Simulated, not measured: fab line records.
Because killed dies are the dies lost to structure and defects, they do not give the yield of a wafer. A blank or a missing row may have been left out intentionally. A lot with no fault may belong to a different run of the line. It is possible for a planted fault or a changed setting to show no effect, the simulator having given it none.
Matching of chambers ; flow nand_harc ; NHARC_A_STAIRCASE_ETCH_230 on rie_diel-03 has 4 sister chambers
The step etches the open film in C4F8/O2, target depth 100 nm, time 40.5 s. 8 wafers are shown with their chamber, then 9 later ones without.

## WAFERS WITH THEIR CHAMBER
wafer;chamber;rf_vpp_V (V);rf_fwd_power_W (W)
L122.4;3;888;588
L122.5;1;888;593
L122.6;2;906;599
L124.1;2;905;594
L124.2;1;886;593
L124.3;0;890;592
L126.1;0;891;595
L126.5;3;888;587

## WAFERS WITHOUT THEIR CHAMBER
wafer;rf_vpp_V (V);rf_fwd_power_W (W)
L126.6;892;595
L125.1;885;595
L125.4;905;599
L125.5;886;596
L129.1;905;598
L129.4;887;592
L129.6;891;594
L131.3;886;597
L131.6;887;589

## EACH ONE'S CHAMBER
wafer;from the rows above;in truth
L126.6;0;0
L125.1;1;1
L125.4;2;2
L125.5;1;1
L129.1;2;2
L129.4;can't be placed: 1 or 3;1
L129.6;0;0
L131.3;1;1
L131.6;can't be placed: 3 or 1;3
Correctly placed: 7 of 9. These rows do not allow placing 2 (true chamber among the candidates in 2). Wrongly placed: 0.
How it was worked out, from the rows above alone: a wafer's distance from a chamber is the root of the sum, over the readings, of the square of ((its reading less the chamber's mean) divided by the reading's scatter). The wafer belongs to the nearest chamber; if the next one is less than 2 further off, it can't be placed. Each chamber's mean is taken over the wafers shown for it. The scatter is the square root of a quotient: the sum, over the shown wafers, of each reading's squared deviation from its chamber's mean, divided by wafers minus chambers.
